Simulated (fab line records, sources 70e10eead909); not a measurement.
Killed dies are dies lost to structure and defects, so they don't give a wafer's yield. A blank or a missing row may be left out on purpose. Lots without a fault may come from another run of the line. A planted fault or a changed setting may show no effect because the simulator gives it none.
fab line records | flow nand_harc
record lots=11 wafers=33 last_day=26
route steps=1159 shown A_BLC@976 END@1159
lots that met no fault: from a run of the same line without faults
start_h: hours from the record's first day to the start of the lot's first wafer shown | wait_h: hours since the lot's step before | " the same as in the row above | L1.1+2: a row that stands for several wafers | - no value, or no start given | * or withheld: withheld | < > ~ a bound
route shown NAME@n: a module of which the file shows steps, and the number in the route of the first | usual: mean/standard deviation of fault-free wafers | same: alike in all rows | chamber/n: place in a boat | sites: the reading at each site | _std_site: their standard deviation | _edge_site: outer sites' mean less inner sites' | radius_mm: how far each site lies from the wafer's centre | mask NAME#n: copy n | behind: the tool/chamber that last shaped the wafer | hold: why the lot was held/for how many hours/how that ended | device: the transistor (n, p or np) that didn't switch | end of line: the same wafers' tests at the end of the route | a step without rows: its recipe alone | killed: dies lost to structure and defects at the first sort, not the wafer's yield | map: a wafer's dies, x killed, . not, _ none there
set.NAME: the setting as run; set.NAME@STEP: as run at that earlier step | model.NAME: the simulator's own value behind a step, which no gauge read
steps of the route over a sample of lots; a table a step, a row a wafer
services: from which hour (start_h, from the record's first day; less than 0 if before it) a tool's chamber was out of use, for how many hours, and why
## steps
# step NHARC_A_BLC_INSPECT_12
# usual raw_defect_count=30/14
# columns lot.wafer tool chamber start_h wait_h raw_defect_count
L526.3 defect_inspect-01 - 385.93 0.0 27
L526.4 " - " " 27
L526.5 " - " " 24
L527.3 defect_inspect-01 - 402.17 0.0 9
L527.4 " - " " 14
L527.5 " - " " 10
L532.2 defect_inspect-02 - 426.01 0.0 18
L532.3 " - " " 16
L532.5 " - " " 21
L531.2 defect_inspect-02 - 435.76 0.0 32
L531.4 " - " " 37
L531.5 " - " " 24
L539.2 defect_inspect-02 - 464.29 0.0 14
L539.4 " - " " 8
L539.6 " - " " 8
L538.2 defect_inspect-01 - 471.55 0.0 48
L538.3 " - " " 45
L538.6 " - " " 49
L543.2 defect_inspect-02 - 502.20 0.0 20
L543.3 " - " " 16
L543.6 " - " " 11
L544.1 defect_inspect-02 - 502.79 0.0 60
L544.3 " - " " 72
L544.4 " - " " 57
L547.2 defect_inspect-02 - 525.01 0.0 59
L547.3 " - " " 41
L547.6 " - " " 52
L548.2 defect_inspect-02 - 541.25 0.0 19
L548.3 " - " " 25
L548.6 " - " " 24
L549.2 defect_inspect-01 - 564.78 0.0 25
L549.4 " - " " 29
L549.6 " - " " 27
# step NHARC_A_BLC_DESCUM_15
# recipe time_s=3 o2_flow_sccm=200 ar_flow_sccm=0 bias_power_w=0 chemistry=O2
# usual drypump_motor_current_A=6.0/0.46 oes_product_au=1.005/0.0096 rf_vpp_V=57.9/0.99 showerhead_plenum_p_Torr=1.94/0.09 throttle_valve_pct=11.311/0.0096
# same bias_power_w=0 time_s=3
# columns lot.wafer tool chamber start_h wait_h drypump_motor_current_A oes_product_au rf_hours_counter_h rf_vpp_V showerhead_plenum_p_Torr throttle_valve_pct
L526.3 rie_diel-05 0 385.99 0.1 5.2 1.015 3 55.2 1.78 11.299
L526.4 " 1 " " 5.8 1.004 5 58.0 1.93 11.311
L526.5 " 0 " " 5.2 1.005 - 57.7 1.78 11.298
L527.3 rie_diel-05 1 402.25 0.1 5.8 0.989 6 57.8 1.93 11.307
L527.4 " 2 " " 6.3 0.985 6 58.9 2.03 11.308
L527.5 " 0 " " 5.2 0.998 - 57.3 1.78 11.311
L532.3 rie_diel-05 3 426.08 0.1 6.4 1.011 7 57.4 2.05 11.316
L532.2 " 1 " " 5.9 1.003 9 58.2 1.93 11.314
L532.5 " 0 " " 5.2 1.006 - 56.9 1.78 11.303
L531.2 rie_diel-05 3 435.82 0.1 6.3 1.013 9 57.8 2.05 11.312
L531.4 " 0 " " 5.2 1.009 10 54.9 1.78 11.298
L531.5 " 0 " " 5.2 1.005 - 57.4 1.78 11.314
L539.4 rie_diel-11 1 464.36 0.1 5.3 0.999 36 59.1 1.96 11.301
L539.2 " 2 " " 5.5 1.003 30 56.7 1.82 11.309
L539.6 " 0 " " 6.2 1.008 - 57.9 2.07 11.317
L538.2 rie_diel-06 3 471.61 0.1 6.3 0.982 5 57.8 1.99 11.315
L538.3 " 1 " " 5.4 1.003 5 55.9 1.98 11.310
L538.6 " 0 " " 6.4 0.994 - 58.3 1.93 11.327
L543.2 rie_diel-06 0 502.26 0.1 6.4 1.002 7 58.4 1.93 11.326
L543.3 " 2 " " 6.0 1.009 7 57.8 1.89 11.308
L543.6 " 1 " " 5.3 1.007 - 57.0 1.98 11.308
L544.1 rie_diel-11 1 502.86 0.1 5.3 1.001 50 58.6 1.96 11.320
L544.4 " 2 " " 5.5 1.007 44 58.2 1.82 11.299
L544.3 " 3 " " 6.4 1.011 49 57.6 1.83 11.321
L547.3 rie_diel-11 3 525.07 0.1 6.4 1.007 56 57.5 1.83 11.312
L547.2 " 2 " " 5.5 1.014 52 56.9 1.82 11.290
L547.6 " 3 " " 6.4 1.010 - 59.2 1.83 11.318
L548.2 rie_diel-06 1 541.31 0.1 5.3 1.009 9 57.7 1.98 11.302
L548.3 " 0 " " 6.4 1.001 10 56.8 1.93 11.311
L548.6 " 1 " " 5.4 0.997 - 58.3 1.98 11.317
L549.4 rie_diel-05 1 564.85 0.1 5.8 1.002 3 56.2 1.92 11.326
L549.2 " 3 " " 6.4 1.021 3 58.2 2.04 11.309
L549.6 " 1 " " 5.9 1.005 - 60.2 1.92 11.317
# step NHARC_A_BLC_ETCH_16
# recipe target_depth_a=390 over_etch_frac=0.3 time_s=65 ion_energy_ev=80 cf4_flow_sccm=150 ar_flow_sccm=0 rf_w=300 bias_w=100 chemistry=CF4
# usual drypump_motor_current_A=5.9/0.46 oes_product_au=1.006/0.0088 rf_vpp_V=151.6/1.2 showerhead_plenum_p_Torr=1.79/0.076 throttle_valve_pct=13.283/0.0097
# same time_s=65
# columns lot.wafer tool chamber start_h wait_h drypump_motor_current_A oes_product_au rf_hours_counter_h rf_vpp_V showerhead_plenum_p_Torr throttle_valve_pct
L526.4 rie_diel-05 0 386.09 0.1 5.2 1.010 3 148.1 1.65 13.285
L526.3 " 1 " " 5.8 0.999 5 151.7 1.78 13.270
L526.5 " 3 " " 6.4 1.011 - 152.4 1.89 13.287
L527.3 rie_diel-05 0 402.32 0.1 5.2 1.021 5 149.7 1.65 13.277
L527.4 " 1 " " 5.9 1.011 6 152.4 1.78 13.273
L527.5 " 3 " " 6.4 1.023 - 153.8 1.89 13.283
L532.3 rie_diel-05 2 426.16 0.1 6.3 1.001 9 153.3 1.87 13.307
L532.2 " 3 " " 6.4 1.013 7 153.6 1.89 13.300
L532.5 " 2 " " 6.3 1.001 - 151.8 1.87 13.289
L531.2 rie_diel-05 0 436.11 0.3 5.2 0.837 10 150.2 1.65 13.292
L531.4 " 2 " " 6.3 1.001 11 151.9 1.87 13.277
L531.5 " 1 " " 5.8 0.997 - 151.1 1.78 13.281
L539.4 rie_diel-11 1 464.49 0.1 5.3 1.005 37 151.4 1.81 13.288
L539.2 " 2 " " 5.5 1.020 30 149.5 1.69 13.277
L539.6 " 1 " " 5.3 1.003 - 151.4 1.81 13.291
L538.3 rie_diel-06 1 471.70 0.1 5.4 1.015 5 151.5 1.83 13.278
L538.2 " 2 " " 6.0 1.007 5 150.2 1.75 13.282
L538.6 " 2 " " 6.0 1.017 - 151.8 1.75 13.292
L543.3 rie_diel-06 2 502.35 0.1 6.0 1.009 7 150.4 1.75 13.275
L543.2 " 1 " " 5.3 1.012 7 151.7 1.83 13.288
L543.6 " 3 " " 6.3 0.996 - 152.9 1.83 13.290
L544.4 rie_diel-11 1 502.94 0.1 5.3 0.985 50 152.2 1.81 13.284
L544.3 " 2 " " 5.5 0.999 44 149.9 1.69 13.290
L544.1 " 3 " " 6.4 1.002 49 151.4 1.70 13.268
L547.3 rie_diel-11 3 525.16 0.1 6.5 1.027 56 151.3 1.69 13.282
L547.2 " 1 " " 5.3 0.998 58 152.5 1.80 13.296
L547.6 " 3 " " 6.4 1.010 - 151.5 1.69 13.295
L548.3 rie_diel-06 2 541.40 0.1 6.0 1.020 10 150.8 1.75 13.284
L548.2 " 0 " " 6.4 1.019 10 151.3 1.78 13.279
L548.6 " 2 " " 6.0 1.009 - 152.2 1.75 13.273
L549.2 rie_diel-05 2 564.93 0.1 6.3 1.003 2 153.1 1.87 13.278
L549.4 " 0 " " 5.2 1.005 3 148.4 1.65 13.277
L549.6 " 3 " " 6.3 1.008 - 152.0 1.88 13.280
# step NHARC_A_BLC_CVD_24
# recipe target_thk_a=1500 temp_c=300 pressure_torr=40 wf6_flow_sccm=40 h2_flow_sccm=1600 ar_flow_sccm=1560 time_s=434 material=W
# usual heater_power_w=517/34 mfc_wf6_sccm=40.00/0.11 throttle_valve_pct=7.78/0.2
# same time_s=434
# columns lot.wafer tool chamber start_h wait_h heater_power_w mfc_wf6_sccm throttle_valve_pct
L526.4 cvd_w-01 0 - - 466 39.91 7.72
L526.3 " 1 " " 527 39.92 8.18
L526.5 " 0 " " 481 40.19 7.88
L527.3 cvd_w-01 1 - - 540 40.13 7.79
L527.4 " 0 " " 473 40.35 7.80
L527.5 " 1 " " 534 40.03 7.91
L532.2 cvd_w-02 1 - - 555 40.01 7.66
L532.3 " 1 " " 550 39.94 7.73
L532.5 " 1 " " 546 40.09 7.72
L531.2 cvd_w-02 1 - - 547 39.98 7.55
L531.4 " 1 " " 557 39.97 7.40
L531.5 " 0 " " 504 40.01 7.73
L539.2 cvd_w-01 1 - - 530 39.91 8.04
L539.4 " 0 " " 474 39.97 7.55
L539.6 " 0 " " 459 40.03 8.00
L538.2 cvd_w-01 0 - - 466 40.02 7.77
L538.3 " 1 " " 534 40.04 7.95
L538.6 " 1 " " 538 39.94 7.86
L543.2 cvd_w-01 0 - - 482 39.90 7.76
L543.3 " 1 " " 549 40.07 7.80
L543.6 " 1 " " 546 40.05 7.88
L544.1 cvd_w-01 1 - - 547 40.09 7.67
L544.3 " 0 " " 487 40.01 8.00
L544.4 " 1 " " 563 40.08 8.09
L547.2 cvd_w-02 1 - - 562 40.15 7.49
L547.3 " 1 " " 553 40.06 7.71
L547.6 " 0 " " 494 39.69 7.58
L548.2 cvd_w-02 1 - - 552 40.14 7.86
L548.3 " 0 " " 522 39.96 7.84
L548.6 " 1 " " 554 40.02 7.86
L549.2 cvd_w-02 1 - - 548 39.96 7.80
L549.4 " 0 " " 502 40.07 7.91
L549.6 " 1 " " 547 39.90 7.59
# step NHARC_END_SORT_01
# recipe temp_c=25
# usual killed_at_array=27/11 killed_at_other=0.6/1 killed_at_periphery=3.0/2.1 killed_dies=31/12 killed_open=3.2/1.7 killed_short=1.7/1.4
# same gross_dies=677
# columns lot.wafer tool chamber start_h wait_h hold killed_at_array killed_at_other killed_at_periphery killed_dies killed_open killed_short
L526.3 prober-01 0 462.26 3.1 - 23 1 1 25 4 1
L526.4 prober-01 0 463.04 3.3 - 23 0 2 25 3 1
L526.5 prober-01 0 463.83 3.6 - 21 1 1 23 2 1
L527.3 prober-01 0 476.03 3.1 - 11 0 3 14 3 0
L527.4 prober-01 0 476.84 3.4 - 11 0 1 12 1 1
L527.5 prober-01 0 477.65 3.7 - 9 0 3 12 6 0
L532.2 prober-01 0 483.06 2.8 - 20 0 4 24 4 4
L532.3 prober-01 0 483.86 3.1 - 14 0 0 14 0 1
L532.5 prober-01 0 485.46 3.7 - 21 0 2 23 2 1
L531.2 prober-02 0 497.71 2.8 await_dispo/3.5h/release 96 1 1 98 3 2
L531.4 prober-02 0 499.29 3.4 await_dispo/3.5h/release 31 0 4 35 4 2
L531.5 prober-02 0 500.08 3.7 await_dispo/3.5h/release 22 1 2 25 3 4
L539.2 prober-02 0 513.15 2.8 - 12 0 1 13 1 1
L539.4 prober-02 0 514.73 3.4 - 12 0 2 14 4 0
L539.6 prober-02 0 516.31 3.9 - 10 0 2 12 3 1
L538.2 prober-01 0 520.03 2.8 - 42 0 4 46 4 1
L538.3 prober-01 0 520.85 3.1 - 35 0 3 38 0 0
L538.6 prober-01 0 523.29 4.1 - 46 0 5 51 4 5
L544.1 prober-01 0 549.31 2.5 - 39 0 2 41 3 1
L544.3 prober-01 0 550.93 3.1 - 57 0 1 58 5 3
L544.4 prober-01 0 551.73 3.4 - 46 1 3 50 4 1
L543.2 prober-02 0 550.09 2.8 - 19 1 4 24 2 2
L543.3 prober-02 0 550.90 3.1 - 19 2 5 26 2 3
L543.6 prober-02 0 553.32 4.0 - 10 0 10 20 3 1
L547.2 prober-01 0 577.66 2.8 - 54 0 2 56 2 0
L547.3 prober-01 0 578.47 3.1 - 42 0 5 47 5 1
L547.6 prober-01 0 580.91 4.1 - 46 0 6 52 3 0
L548.2 prober-02 0 588.77 2.8 - 19 1 2 22 6 1
L548.3 prober-02 0 589.56 3.1 - 23 4 1 28 0 2
L548.6 prober-02 0 591.92 3.9 - 26 3 2 31 6 0
L549.2 prober-02 0 619.87 2.8 - 29 2 1 32 2 3
L549.4 prober-02 0 621.46 3.4 - 19 2 2 23 2 1
L549.6 prober-02 0 623.05 4.0 - 19 0 2 21 2 3
# killed by level:class
L526.3 A_CHANNEL_HOLE_D1:chamber_film_flake=10 A_SLIT:chamber_film_flake=3 A_CHANNEL_FILL_D1:chamber_film_flake=3 A_CHANNEL_FILL_D1:geometric_particle:open=2 A_ONON_D1:geometric_particle:open=1 A_CONTACT:geometric_particle:open=1 A_M1:geometric_particle:short=1 P_STI:chamber_film_flake=1
L526.4 A_CHANNEL_HOLE_D1:chamber_film_flake=12 A_CHANNEL_FILL_D1:chamber_film_flake=6 A_CONTACT:chamber_film_flake=2 P_CONTACT:geometric_particle:open=1 P_M0:geometric_particle:open=1 A_SGD_CUT:geometric_particle:short=1 A_SGD_CUT:geometric_particle:open=1 A_SLIT:chamber_film_flake=1
L526.5 A_CHANNEL_HOLE_D1:chamber_film_flake=12 A_CHANNEL_FILL_D1:chamber_film_flake=2 A_STAIRCASE:chamber_film_flake=2 A_CHANNEL_FILL_D1:geometric_particle:open=1 A_SGD_CUT:geometric_particle:open=1 A_CONTACT:geometric_particle:short=1 P_ZERO_WELL:chamber_film_flake=1 A_SLIT:chamber_film_flake=1
L527.3 A_CONTACT:chamber_film_flake=4 A_CONTACT:geometric_particle:open=2 P_M1:chamber_film_flake=2 A_CHANNEL_HOLE_D1:chamber_film_flake=2 A_STAIRCASE:chamber_film_flake=2 A_WL_FILL:geometric_particle:open=1 P_STI:chamber_film_flake=1
L527.4 A_CONTACT:chamber_film_flake=4 A_STAIRCASE:chamber_film_flake=2 A_CHANNEL_FILL_D1:geometric_particle:short=1 A_M1:geometric_particle:open=1 P_M1:chamber_film_flake=1 A_CHANNEL_HOLE_D1:chamber_film_flake=1 A_WL_FILL:chamber_film_flake=1 A_BONDPAD:chamber_film_flake=1
L527.5 A_CONTACT:chamber_film_flake=4 A_WL_FILL:geometric_particle:open=3 P_M0:geometric_particle:open=1 P_M1:geometric_particle:open=1 P_M2:geometric_particle:open=1 A_CHANNEL_HOLE_D1:chamber_film_flake=1 A_STAIRCASE:chamber_film_flake=1
L532.2 A_SGD_CUT:chamber_film_flake=8 A_SLIT:chamber_film_flake=3 A_WL_FILL:chamber_film_flake=2 P_CONTACT:geometric_particle:open=1 P_M0:geometric_particle:short=1 A_ONON_D1:geometric_particle:short=1 A_CHANNEL_FILL_D1:geometric_particle:short=1 A_CHANNEL_FILL_D1:geometric_particle:open=1
L532.3 A_SGD_CUT:chamber_film_flake=6 A_CHANNEL_HOLE_D1:chamber_film_flake=4 A_STAIRCASE:chamber_film_flake=3 A_CHANNEL_HOLE_D1:geometric_particle:short=1
L532.5 A_SGD_CUT:chamber_film_flake=9 A_CHANNEL_HOLE_D1:chamber_film_flake=5 A_SLIT:chamber_film_flake=2 P_CONTACT:geometric_particle:open=1 A_WL_FILL:geometric_particle:short=1 A_CONTACT:geometric_particle:open=1 P_GATE:chamber_film_flake=1 A_STAIRCASE:chamber_film_flake=1
L531.2 A_BLC:area_etch=66 A_CHANNEL_HOLE_D1:chamber_film_flake=15 A_SLIT:chamber_film_flake=7 A_CONTACT:chamber_film_flake=3 A_WL_FILL:geometric_particle:open=2 P_CONTACT:geometric_particle:short=1 A_CHANNEL_FILL_D1:geometric_particle:open=1 A_M0:geometric_particle:short=1
L531.4 A_SLIT:chamber_film_flake=15 A_CHANNEL_HOLE_D1:chamber_film_flake=9 A_STAIRCASE:chamber_film_flake=3 P_GATE:geometric_particle:open=1 P_CONTACT:geometric_particle:open=1 P_M1:geometric_particle:open=1 A_ONON_D1:geometric_particle:open=1 A_WL_FILL:geometric_particle:short=1
L531.5 A_CHANNEL_HOLE_D1:chamber_film_flake=10 A_STAIRCASE:chamber_film_flake=3 A_ONON_D1:geometric_particle:open=2 A_SLIT:chamber_film_flake=2 A_CONTACT:chamber_film_flake=2 P_CONTACT:geometric_particle:short=1 P_M0:geometric_particle:open=1 A_SOURCE_PLATE:geometric_particle:short=1
L539.2 A_CHANNEL_HOLE_D1:chamber_film_flake=6 A_STAIRCASE:chamber_film_flake=2 A_CONTACT:chamber_film_flake=2 P_ZERO_WELL:geometric_particle:open=1 A_WL_FILL:geometric_particle:short=1 A_CHANNEL_FILL_D1:chamber_film_flake=1
L539.4 A_STAIRCASE:chamber_film_flake=5 A_CONTACT:geometric_particle:open=2 A_CHANNEL_HOLE_D1:geometric_particle:open=1 A_SGD_CUT:geometric_particle:open=1 P_ZERO_WELL:chamber_film_flake=1 P_STI:chamber_film_flake=1 A_CHANNEL_HOLE_D1:chamber_film_flake=1 A_CONTACT:chamber_film_flake=1
L539.6 A_CHANNEL_HOLE_D1:chamber_film_flake=3 A_CONTACT:chamber_film_flake=2 P_M0:geometric_particle:short=1 A_CHANNEL_FILL_D1:geometric_particle:open=1 A_SGD_CUT:geometric_particle:open=1 A_CONTACT:geometric_particle:open=1 P_ZERO_WELL:chamber_film_flake=1 A_STAIRCASE:chamber_film_flake=1
L538.2 A_SLIT:chamber_film_flake=14 A_CHANNEL_HOLE_D1:chamber_film_flake=13 A_CONTACT:chamber_film_flake=6 P_GATE:chamber_film_flake=4 A_STAIRCASE:chamber_film_flake=3 A_ONON_D1:geometric_particle:open=2 A_CHANNEL_FILL_D1:geometric_particle:open=1 A_CONTACT:geometric_particle:open=1
L538.3 A_SLIT:chamber_film_flake=17 A_CHANNEL_HOLE_D1:chamber_film_flake=10 A_STAIRCASE:chamber_film_flake=5 A_CONTACT:chamber_film_flake=3 P_GATE:chamber_film_flake=2 P_ZERO_WELL:chamber_film_flake=1
L538.6 A_CHANNEL_HOLE_D1:chamber_film_flake=18 A_SLIT:chamber_film_flake=13 A_STAIRCASE:chamber_film_flake=4 A_CONTACT:chamber_film_flake=4 A_WL_FILL:geometric_particle:short=2 P_GATE:chamber_film_flake=2 P_CONTACT:geometric_particle:short=1 P_M0:geometric_particle:open=1
L544.1 A_CHANNEL_HOLE_D1:chamber_film_flake=16 A_SLIT:chamber_film_flake=14 A_STAIRCASE:chamber_film_flake=3 A_CONTACT:chamber_film_flake=2 P_CONTACT:geometric_particle:open=1 A_CHANNEL_HOLE_D1:geometric_particle:open=1 A_CHANNEL_FILL_D1:geometric_particle:open=1 A_M0:geometric_particle:short=1
L543.2 A_CHANNEL_HOLE_D1:chamber_film_flake=5 A_STAIRCASE:chamber_film_flake=4 A_CONTACT:chamber_film_flake=3 P_STI:chamber_film_flake=2 P_GATE:chamber_film_flake=2 A_ZERO_WELL:chamber_film_flake=2 A_ONON_D1:geometric_particle:short=1 A_CHANNEL_HOLE_D1:geometric_particle:short=1
L543.3 A_CHANNEL_HOLE_D1:chamber_film_flake=6 A_CONTACT:chamber_film_flake=6 P_STI:chamber_film_flake=3 A_WL_FILL:chamber_film_flake=2 THIN_TSV:chamber_film_flake=2 P_ZERO_WELL:geometric_particle:open=1 A_ONON_D1:geometric_particle:short=1 A_CHANNEL_FILL_D1:geometric_particle:short=1
L544.3 A_SLIT:chamber_film_flake=23 A_CHANNEL_HOLE_D1:chamber_film_flake=18 A_CONTACT:chamber_film_flake=4 A_CONTACT:geometric_particle:open=2 A_M0:geometric_particle:open=2 A_SOURCE_PLATE:geometric_particle:short=1 A_SGD_CUT:geometric_particle:short=1 A_WL_FILL:geometric_particle:short=1
L544.4 A_CHANNEL_HOLE_D1:chamber_film_flake=18 A_SLIT:chamber_film_flake=16 A_CHANNEL_FILL_D1:chamber_film_flake=4 P_CONTACT:geometric_particle:open=2 A_CONTACT:chamber_film_flake=2 A_CONTACT:geometric_particle:open=2 A_STAIRCASE:chamber_film_flake=2 A_CHANNEL_FILL_D1:geometric_particle:short=1
L543.6 P_STI:chamber_film_flake=4 A_CHANNEL_HOLE_D1:chamber_film_flake=3 A_CONTACT:chamber_film_flake=3 P_M0:geometric_particle:open=2 A_STAIRCASE:chamber_film_flake=2 P_GATE:geometric_particle:open=1 A_CONTACT:geometric_particle:short=1 P_ZERO_WELL:chamber_film_flake=1
L547.2 A_SLIT:chamber_film_flake=25 A_STAIRCASE:chamber_film_flake=13 A_CHANNEL_HOLE_D1:chamber_film_flake=10 A_CONTACT:chamber_film_flake=2 A_SGD_CUT:geometric_particle:open=1 A_CONTACT:geometric_particle:open=1 P_GATE:chamber_film_flake=1 P_BONDPAD:chamber_film_flake=1
L547.3 A_SLIT:chamber_film_flake=16 A_CONTACT:chamber_film_flake=7 A_CHANNEL_HOLE_D1:chamber_film_flake=6 A_STAIRCASE:chamber_film_flake=6 P_BONDPAD:chamber_film_flake=3 P_GATE:geometric_particle:open=1 P_M1:geometric_particle:open=1 A_ONON_D1:geometric_particle:open=1
L547.6 A_SLIT:chamber_film_flake=18 A_CHANNEL_HOLE_D1:chamber_film_flake=9 A_CONTACT:chamber_film_flake=8 A_STAIRCASE:chamber_film_flake=8 P_STI:chamber_film_flake=2 P_BONDPAD:chamber_film_flake=2 P_M2:geometric_particle:open=1 A_CONTACT:geometric_particle:open=1
L548.2 A_CONTACT:geometric_particle:open=4 A_CONTACT:chamber_film_flake=4 A_CHANNEL_HOLE_D1:chamber_film_flake=3 A_WL_FILL:chamber_film_flake=3 A_STAIRCASE:chamber_film_flake=2 P_CONTACT:geometric_particle:open=1 A_ONON_D1:geometric_particle:open=1 A_BLC:geometric_particle:short=1
L548.3 A_CHANNEL_HOLE_D1:chamber_film_flake=10 A_CONTACT:chamber_film_flake=9 THIN_TSV:chamber_film_flake=4 A_STAIRCASE:chamber_film_flake=2 P_M2:geometric_particle:short=1 A_CONTACT:geometric_particle:short=1 A_SGD_CUT:chamber_film_flake=1
L548.6 A_CHANNEL_HOLE_D1:chamber_film_flake=9 A_CONTACT:chamber_film_flake=4 A_CONTACT:geometric_particle:open=3 A_STAIRCASE:chamber_film_flake=3 THIN_TSV:chamber_film_flake=3 A_ONON_D1:geometric_particle:open=2 P_STI:chamber_film_flake=2 A_SLIT:chamber_film_flake=2
L549.2 A_CHANNEL_HOLE_D1:chamber_film_flake=10 A_STAIRCASE:chamber_film_flake=9 A_CONTACT:chamber_film_flake=4 P_M0:geometric_particle:open=1 A_SOURCE_PLATE:geometric_particle:short=1 A_ONON_D1:geometric_particle:short=1 A_SGD_CUT:geometric_particle:short=1 A_WL_FILL:geometric_particle:open=1
L549.4 A_CHANNEL_HOLE_D1:chamber_film_flake=11 A_STAIRCASE:chamber_film_flake=3 A_CONTACT:chamber_film_flake=2 THIN_TSV:chamber_film_flake=2 P_CONTACT:geometric_particle:open=1 P_M0:geometric_particle:open=1 A_WL_FILL:geometric_particle:short=1 A_SLIT:chamber_film_flake=1
L549.6 A_CHANNEL_HOLE_D1:chamber_film_flake=11 A_CONTACT:chamber_film_flake=4 A_WL_FILL:geometric_particle:short=2 P_M0:geometric_particle:short=1 P_M2:geometric_particle:open=1 A_ONON_D1:geometric_particle:open=1 A_STAIRCASE:chamber_film_flake=1
## services
# columns tool chamber start_h hours kind
rie_diel-11 - 366.56 9.0 pm
rie_diel-05 0 374.17 - clean
rie_diel-05 1 374.17 - clean
rie_diel-05 2 374.17 - clean
rie_diel-05 3 374.17 - clean
cvd_w-02 - 378.42 13.0 pm
rie_diel-05 0 398.67 - clean
rie_diel-05 1 398.67 - clean
rie_diel-05 2 398.67 - clean
rie_diel-05 3 398.67 - clean
rie_diel-06 - 418.20 9.0 pm
rie_diel-05 0 423.22 - clean
rie_diel-05 1 423.22 - clean
rie_diel-11 2 431.23 15.4 repair
cvd_w-01 - 474.06 13.0 pm
rie_diel-05 - 480.65 0.8 repair
rie_diel-05 3 512.56 1.2 repair
rie_diel-05 - 517.67 9.0 pm
rie_diel-05 2 533.69 13.7 repair
rie_diel-11 - 543.78 9.0 pm
cvd_w-02 1 549.99 6.5 repair
rie_diel-11 - 556.31 1.4 repair
cvd_w-02 - 561.29 13.0 pm
rie_diel-11 2 565.42 9.0 repair
## key
first_sign step=NHARC_A_BLC_ETCH_16 reading=oes_product_au direction=down sigmas=19 usual=1.006 struck=0.837
effect step=NHARC_END_SORT_01 reading=killed_at_array direction=up sigmas=6 usual=27 struck=96
more_kills_born_at NHARC_A_BLC_ETCH_16@rie_diel-05=66
met_at NHARC_A_BLC_ETCH_16
struck_lots L531
struck_wafers L531.2
tester_left_out L531
not_acting_at NHARC_A_BLC_INSPECT_12,NHARC_A_BLC_DESCUM_15,NHARC_A_BLC_CVD_24
onset_between 402.32 436.11
fault kind=process_parameter_drift tool=rie_diel-05 chamber=0 onset_h=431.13 steps=NHARC_A_BLC_ETCH_16 channel=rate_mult offset=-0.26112 shape=step end_h=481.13
# tester_left_out: of these lots the tester's yield and bins aren't shown, on N5 and GAA mostly nor the transistor test; their killed dies are dies lost to structure and defects alone, not to doping, threshold or leakage, so they don't give the yield
